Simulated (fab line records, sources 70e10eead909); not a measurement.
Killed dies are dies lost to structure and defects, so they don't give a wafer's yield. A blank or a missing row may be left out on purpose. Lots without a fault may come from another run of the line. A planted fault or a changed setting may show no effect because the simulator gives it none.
Chamber matching | flow nand_harc | NHARC_A_WL_FILL_STRIP_29 on rie_diel-13: 4 sister chambers
The step strips in O2, time 20 s. 24 wafers are shown with their chamber, then 12 later ones without.

WAFERS WITH THEIR CHAMBER
wafer  | chamber | drypump_motor_current_A (A) | oes_product_au (a.u.) | rf_vpp_V (V)
L077.1 | 0       | 6.1                         | 0.995                 | 58.0
L077.2 | 3       | 6.7                         | 0.993                 | 57.7
L077.3 | 1       | 6.0                         | 0.987                 | 57.9
L077.4 | 2       | 5.9                         | 1.016                 | 56.0
L077.5 | 3       | 6.7                         | 0.992                 | 58.3
L077.6 | 0       | 6.1                         | 0.995                 | 56.2
L080.1 | 1       | 6.0                         | 1.003                 | 57.7
L080.2 | 0       | 6.1                         | 0.995                 | 57.9
L080.4 | 3       | 6.6                         | 0.991                 | 58.9
L079.2 | 1       | 6.0                         | 1.004                 | 56.7
L079.5 | 3       | 6.6                         | 0.988                 | 57.7
L079.6 | 0       | 6.1                         | 1.002                 | 57.1
L087.3 | 2       | 6.0                         | 1.006                 | 57.1
L087.5 | 1       | 5.9                         | 0.995                 | 56.9
L087.6 | 2       | 6.0                         | 0.991                 | 57.8
L089.2 | 1       | 6.0                         | 0.992                 | 57.3
L089.3 | 2       | 6.0                         | 1.008                 | 57.0
L089.5 | 2       | 5.9                         | 1.001                 | 58.2
L089.1 | 3       | 6.6                         | 1.001                 | 57.4
L089.4 | 0       | 6.2                         | 0.998                 | 56.0
L089.6 | 1       | 6.0                         | 1.007                 | 58.0
L092.1 | 1       | 6.0                         | 0.999                 | 57.5
L092.2 | 0       | 6.1                         | 0.977                 | 57.9
L092.4 | 2       | 6.0                         | 0.998                 | 57.4

SIGNATURES (means of the wafers above)
reading                 | chamber 0 | chamber 1 | chamber 2 | chamber 3 | scatter within a chamber
drypump_motor_current_A | 6.117     | 5.986     | 5.967     | 6.640     | 0.046
oes_product_au          | 0.99367   | 0.99814   | 1.00333   | 0.99300   | 0.00758
rf_vpp_V                | 57.183    | 57.429    | 57.250    | 58.000    | 0.701
Rule: a wafer's distance from a chamber is the root of the sum, over the readings, of the square of ((its reading less the chamber's mean) divided by the reading's scatter). The wafer belongs to the nearest chamber; if the next one is less than 2 further off, it can't be placed. The scatter: the root of (the sum of the squares of (reading less its chamber's mean) over the shown wafers, divided by (wafers less chambers)).

WAFERS WITHOUT THEIR CHAMBER
wafer  | drypump_motor_current_A (A) | oes_product_au (a.u.) | rf_vpp_V (V)
L093.1 | 6.1                         | 0.989                 | 57.0
L093.2 | 5.9                         | 0.997                 | 58.2
L093.3 | 6.7                         | 0.994                 | 57.9
L093.4 | 6.0                         | 0.998                 | 57.2
L093.5 | 6.0                         | 1.010                 | 56.9
L093.6 | 5.9                         | 1.003                 | 56.7
L095.1 | 6.0                         | 1.003                 | 57.5
L095.2 | 6.1                         | 1.009                 | 59.2
L095.3 | 5.9                         | 1.008                 | 59.2
L095.4 | 6.6                         | 1.016                 | 58.7
L095.5 | 6.0                         | 1.009                 | 60.2
L095.6 | 5.9                         | 0.996                 | 57.9

WHICH CHAMBER EACH WENT THROUGH
wafer  | from the rows above          | in truth
L093.1 | 0                            | 0
L093.2 | can't be placed: 2 or 1      | 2
L093.3 | 3                            | 3
L093.4 | can't be placed: 1 or 2      | 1
L093.5 | can't be placed: 2 or 1      | 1
L093.6 | can't be placed: 2 or 1      | 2
L095.1 | can't be placed: 1 or 2      | 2
L095.2 | can't be placed: 0 or 1 or 2 | 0
L095.3 | can't be placed: 2 or 1      | 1
L095.4 | 3                            | 3
L095.5 | can't be placed: 1 or 2 or 0 | 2
L095.6 | can't be placed: 2 or 1      | 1
Placed correctly: 3 of 12. Can't be placed from these rows: 9 (the true chamber is among the candidates in 9). Placed wrongly: 0.
